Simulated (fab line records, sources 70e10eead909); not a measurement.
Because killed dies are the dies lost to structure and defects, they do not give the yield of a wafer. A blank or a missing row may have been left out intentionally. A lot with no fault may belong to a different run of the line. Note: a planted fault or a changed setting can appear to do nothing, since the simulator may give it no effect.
A lot that was struck, set against a sound lot | flow nand-harc | 40 out of 1302 route steps
Sound: the wafers L461.3, L461.4, L461.5. Struck: wafer L459.4 (L459.2, L459.5, from the same lot, were not struck and are left out); the cause is given at the end.
Order at every step that has rows: each side's tool, ch and its chambers, its first start. Under that, the readings that differ: sound wafers | struck wafers | difference of the means | sigmas: that difference in standard deviations of wafers without a fault.
alike: a reading whose means differ by less than 2 such deviations, as well as words and numbers matching on both sides. not compared: withheld readings; readings where some wafer has no value; bounds like >300 that might hide an equal value; numbers whose values overlap and for which the record gives no deviation.
A row with sigmas, a row that says differs or no value, or rows on one side alone: a step with any of these is where the two part. Non-overlapping numbers with no deviation appear without sigmas and do not part them. A reading that every wafer of one side lacks parts them only if that side has two wafers or more.

first, 3 steps without rows for these wafers: NHARC_A_CHANNEL_HOLE_D1_STRIP_41 (strips in N2/H2); NHARC_A_CHANNEL_HOLE_D1_STRIP_42 (strips in CF4/CHF3); NHARC_A_CHANNEL_HOLE_D1_STRIP_43 (strips in O2/COS).
NHARC_A_CHANNEL_HOLE_D1_ETCH_44: etches the open film in CF4/O2, target depth 140 nm, overetch 14 nm, time 77 s.
  sound on rie-diel-03 ch 0,1,2, day 14 03:48; struck on rie-diel-01 ch 2, day 13 01:05
  alike: drypump-motor-current-A, oes_ar_750_au, oes-product-au, rf-fwd-power-W, rf-vpp-V, showerhead-plenum-p-Torr, throttle-valve-pct
  not compared: rf-hours-counter-h
then, 3 steps without rows for these wafers: NHARC_A_CHANNEL_HOLE_D1_STRIP_27 (strips in O2); NHARC_A_CHANNEL_HOLE_D1_PRECLEAN_28 (cleans in SC1); NHARC_A_CHANNEL_HOLE_D1_SRD_29.
NHARC_A_CHANNEL_HOLE_D1_CD_MEAS_30:
  sound on cd-sem-01 at day 14 04:36; struck on cd-sem-01 at day 13 01:52
  alike: cd-nm
NHARC_A_CHANNEL_HOLE_D1_XSEM_31:
  sound on xsem-01 ch 0, day 14 04:41; struck on xsem-01 ch 0, day 13 01:58
  reading            | sound          | struck | difference | sigmas
  tilt-deg (degrees) | 0.09 0.09 0.09 | -0.01  | -0.10      | -3
  alike: bot-cd-nm, bow-nm
NHARC_A_CHANNEL_HOLE_D1_INSPECT_40:
  sound on defect-inspect-01 at day 14 04:47; struck on defect-inspect-01 at day 13 02:03
  alike: raw-defect-count
then, 2 steps without rows for these wafers: NHARC_A_CHANNEL_FILL_D1_PRECLEAN_00 (cleans in SC1); NHARC_A_CHANNEL_FILL_D1_SRD_01.
NHARC_A_CHANNEL_FILL_D1_ALD_02: deposits SiO2, target thk 6 nm, pulse time 10 s, ald cycles 60.
  sound on ald-hk-01 ch 1,3, day 14 05:03; struck on ald-hk-03 ch 2, day 13 02:14
  reading            | sound       | struck | difference | sigmas
  heater-power-w (W) | 527 457 455 | 375    | -105       | -2
  alike: precursor-pulse-height-rel
then, 2 steps without rows for these wafers: NHARC_A_CHANNEL_FILL_D1_ALD_03 (deposits SiNx, target thk 6 nm, pulse time 60 s, ald cycles 58); NHARC_A_CHANNEL_FILL_D1_ALD_14 (deposits SiO2, target thk 2.5 nm, pulse time 10 s, ald cycles 25).
NHARC_A_CHANNEL_FILL_D1_ALD_15: deposits SiNx, target thk 2 nm, pulse time 60 s, ald cycles 19.
  sound: ald-sin-batch-03 ch 0; struck: ald-sin-batch-01 ch 0
  alike: precursor-pulse-height-rel
NHARC_A_CHANNEL_FILL_D1_ALD_16: deposits SiO2, target thk 1.5 nm, pulse time 10 s, ald cycles 15.
  sound on ald-hk-03 ch 0,1,3, day 14 17:11; struck on ald-hk-03 ch 2, day 13 14:55
  reading                    | sound             | struck | difference | sigmas
  heater-power-w (W)         | 494 506 522       | 378    | -129       | -3
  precursor-pulse-height-rel | 0.980 1.003 0.987 | 1.029  | +0.039     | +2
then, 4 steps without rows for these wafers: NHARC_A_CHANNEL_FILL_D1_ANNEAL_17 (time 1800 s); NHARC_A_CHANNEL_FILL_D1_CVD_18 (deposits poly-Si, target thk 3 nm); NHARC_A_CHANNEL_FILL_D1_ETCHBACK_19 (etches the open film in HBr/Cl2, target depth 5 nm, time 1.7 s); NHARC_A_CHANNEL_FILL_D1_ETCHBACK_20 (etches the open film in C4F8/O2/Ar, target depth 27 nm, time 13.5 s).
NHARC_A_CHANNEL_FILL_D1_STRIP_28: strips in O2, time 20 s.
  sound on rie-diel-08 ch 2,3, day 15 05:28; struck on rie-diel-08 ch 2, day 14 04:44
  alike: drypump-motor-current-A, oes-product-au, rf-vpp-V, showerhead-plenum-p-Torr, throttle-valve-pct
  not compared: rf-hours-counter-h
then, 4 steps without rows for these wafers: NHARC_A_CHANNEL_FILL_D1_PRECLEAN_21 (cleans in dHF, time 30 s); NHARC_A_CHANNEL_FILL_D1_SRD_23; NHARC_A_CHANNEL_FILL_D1_CVD_05 (deposits poly-Si, target thk 5 nm); NHARC_A_CHANNEL_FILL_D1_ANNEAL_22 (time 7200 s).
NHARC_A_CHANNEL_FILL_D1_THK_MEAS_06: measures by ellipsometry.
  sound on film-metro-02 at day 15 19:06; struck on film-metro-01 at day 14 17:41
  alike: thk-nm
then, 12 steps without rows for these wafers: NHARC_A_CHANNEL_FILL_D1_ALD_25 (deposits SiOx, target thk 60 nm, pulse time 10 s, ald cycles 600); NHARC_A_CHANNEL_FILL_D1_ETCHBACK_08 (etches the open film in C4F8, target depth 220 nm, time 110 s); NHARC_A_CHANNEL_FILL_D1_STRIP_29 (strips in O2, time 20 s); NHARC_A_CHANNEL_FILL_D1_PRECLEAN_30 (cleans in dHF, time 30 s); NHARC_A_CHANNEL_FILL_D1_SRD_31; NHARC_A_CHANNEL_FILL_D1_CVD_09 (deposits poly-Si, target thk 150 nm, time 3000 s); NHARC_A_CHANNEL_FILL_D1_CMP_10 (polishes, target thk 150 nm); NHARC_A_CHANNEL_FILL_D1_SRD_12; NHARC_A_DECK1_JOINT_ETCHBACK_07 (etches the open film in HBr, target depth 105 nm, time 26.9 s); NHARC_A_DECK1_JOINT_ETCH_25 (etches SiO2 in dHF, target depth 0.5 nm); NHARC_A_DECK1_JOINT_ETCH_19 (etches poly-Si in TMAH, target depth 3 nm); NHARC_A_DECK1_JOINT_ETCH_18 (etches SiO2 in dHF, target depth 3 nm).
-- jump in the record: it breaks off in module A_DECK1_JOINT and resumes in module END (first step shown: number 1302 of the route), and 14 days separate the struck wafers' starts before and after --
NHARC_END_SORT_01:
  sound on prober-01 ch 0, day 29 20:08; struck on prober-01 ch 0, day 29 03:37
  reading         | sound    | struck | difference | sigmas
  killed-at-array | 55 66 64 | 133    | +71        | +4
  killed-dies     | 62 69 65 | 137    | +72        | +4
  alike: killed-at-other, killed-at-periphery, killed-open, killed-short

WHERE THEY PART
Last at NHARC_END_SORT_01 as far as this record goes, first at NHARC_A_CHANNEL_HOLE_D1_XSEM_31.

WHY: what the simulator had put in
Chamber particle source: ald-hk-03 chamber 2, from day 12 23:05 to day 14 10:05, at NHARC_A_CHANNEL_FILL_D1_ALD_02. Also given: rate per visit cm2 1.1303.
